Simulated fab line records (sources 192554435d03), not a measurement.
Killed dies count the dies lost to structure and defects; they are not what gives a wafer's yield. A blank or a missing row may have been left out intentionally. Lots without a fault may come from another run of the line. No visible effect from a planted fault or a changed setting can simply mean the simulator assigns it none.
Comparing a struck lot with a sound one :: flow n5Finfet :: 14 steps out of a route of 1938
Sound: the wafers L949.1, L949.3, L949.4. Struck: wafer L958.3 (left out: L958.2, L958.5 of the same lot, which were not struck); the cause appears at the end.
At each step with rows: each side's tool, then ch and its chambers, then its first start. Under that, the readings that differ: sound wafers :: struck wafers :: difference of the means :: sigmas: that difference in standard deviations of wafers without a fault.
alike: readings with means less than 2 such deviations apart, plus words and numbers identical on both sides. not compared: withheld readings, readings lacking a value on some wafer, bounds such as >300 that could conceal the same value, and numbers that have no deviation in the record and whose values overlap.
The two part at a step that has a row with sigmas, a row that says differs or no value, or rows on one side only. When numbers do not overlap yet have no deviation, they are printed without sigmas and do not part them. A reading missing from all wafers of one side parts the sides only when that side holds two or more wafers.

first, 5 steps without rows for these wafers: N5_BEOL_M10_EBR_24; N5_BEOL_M10_SOFTBAKE_23 (time 60 s); N5_BEOL_M10_EXPOSE_25 (exposes mask V9); N5_BEOL_M10_PEB_26 (peb time 60 s); N5_BEOL_M10_DEVELOP_27 (develop time 30 s).
N5_BEOL_M10_CD_MEAS_28: the cd target is 70 nm.
  sound on cdSem-03 ch 0, day 11 22:25; struck on cdSem-02 ch 0, day 14 03:47
  alike: cdNm
N5_BEOL_M10_OVL_MEAS_29:
  sound on overlay-02 ch 0, day 11 22:26; struck on overlay-02 ch 0, day 14 03:49
  alike: V9_OVL
N5_BEOL_M10_INSPECT_30: inspects for defects (brightfield).
  sound: defectInspect-01 at day 11 22:28; struck: defectInspect-02 at day 14 03:50
  alike: rawDefectCount
N5_BEOL_M10_DESCUM_33: chemistry O2, time 7.9 s.
  sound on rieDiel-01 ch 0,2,3, day 11 22:44; struck on rieDiel-04 ch 3, day 14 04:02
reading: chamberPressureMTorr (mTorr)
sound: 20.003 20.015 19.973
struck: 20.041
difference: +0.044
sigmas: +2

reading: o2FlowSccm (sccm)
sound: 224.5 224.5 224.8
struck: 226.0
difference: +1.4
sigmas: +2

reading: rfHoursCounterH (h)
sound: 156 84 89
struck: 218
difference: +108
sigmas: 
  alike: drypumpMotorCurrentA, oesProductAu, rfVppV, showerheadPlenumPTorr, throttleValvePct
N5_BEOL_M10_ETCH_65: etches SiARC in CF4, target depth 39 nm, time 65 s.
  sound on rieDiel-01 ch 0,2,3, day 11 22:46; struck on rieDiel-04 ch 3, day 14 04:04
reading: rfHoursCounterH (h)
sound: 156 84 89
struck: 218
difference: +108
sigmas: 
  alike: chamberPressureMTorr, drypumpMotorCurrentA, etchRfOnTimeS, oesProductAu, rfFwdPowerW, rfVppV, showerheadPlenumPTorr, throttleValvePct
N5_BEOL_M10_ETCH_66: etches SOC in N2/H2, target depth 120 nm, overetch 24 nm, time 180 s.
  sound on rieDiel-01 ch 0,2,3, day 11 22:49; struck on rieDiel-04 ch 3, day 14 04:07
reading: rfFwdPowerW (W)
sound: 840.3 838.7 838.2
struck: 844.3
difference: +5.2
sigmas: +2

reading: rfHoursCounterH (h)
sound: 156 84 89
struck: 218
difference: +108
sigmas: 
  alike: chamberPressureMTorr, drypumpMotorCurrentA, oesProductAu, rfVppV, showerheadPlenumPTorr, throttleValvePct
then, 1 step without rows for these wafers: N5_BEOL_M10_STRIP_69 (strips in N2/H2).
N5_BEOL_M10_VIA_ETCH_34: etches SiCOH lowk in C4F6/O2, target depth 184.5 nm, time 69.2 s.
  sound on rieDiel-01 ch 0,2,3, day 11 22:56; struck on rieDiel-04 ch 3, day 14 04:14
reading: oes_f_703_au (a.u.)
sound: 0.76 0.82 0.80
struck: 0.92
difference: +0.13
sigmas: +2

reading: rfFwdPowerW (W)
sound: 343.2 342.8 344.5
struck: 424.1
difference: +80.6
sigmas: +81

reading: rfHoursCounterH (h)
sound: 156 84 89
struck: 218
difference: +108
sigmas: 

reading: rfVppV (V)
sound: 669 662 677
struck: 606
difference: -63
sigmas: -8

reading: model.etch.depthNm (nm)
sound: 182.9 184.7 183.7
struck: 198.7
difference: +14.9
sigmas: 

reading: model.SOC_of_BEOL_M10_COAT_63.thkNm (nm)
sound: 92.2 91.6 92.4
struck: 91.2
difference: -0.9
sigmas: 
  alike: C4F6_flow_sccm, chamberPressureMTorr, drypumpMotorCurrentA, oesProductAu, showerheadPlenumPTorr, throttleValvePct
then, 1 step without rows for these wafers: N5_BEOL_M10_STRIP_73 (strips in C4F6/O2).

## WHERE THEY PART
Last at N5_BEOL_M10_VIA_ETCH_34 as far as this record goes, first at N5_BEOL_M10_DESCUM_33.

WHY: what had been put in by the simulator
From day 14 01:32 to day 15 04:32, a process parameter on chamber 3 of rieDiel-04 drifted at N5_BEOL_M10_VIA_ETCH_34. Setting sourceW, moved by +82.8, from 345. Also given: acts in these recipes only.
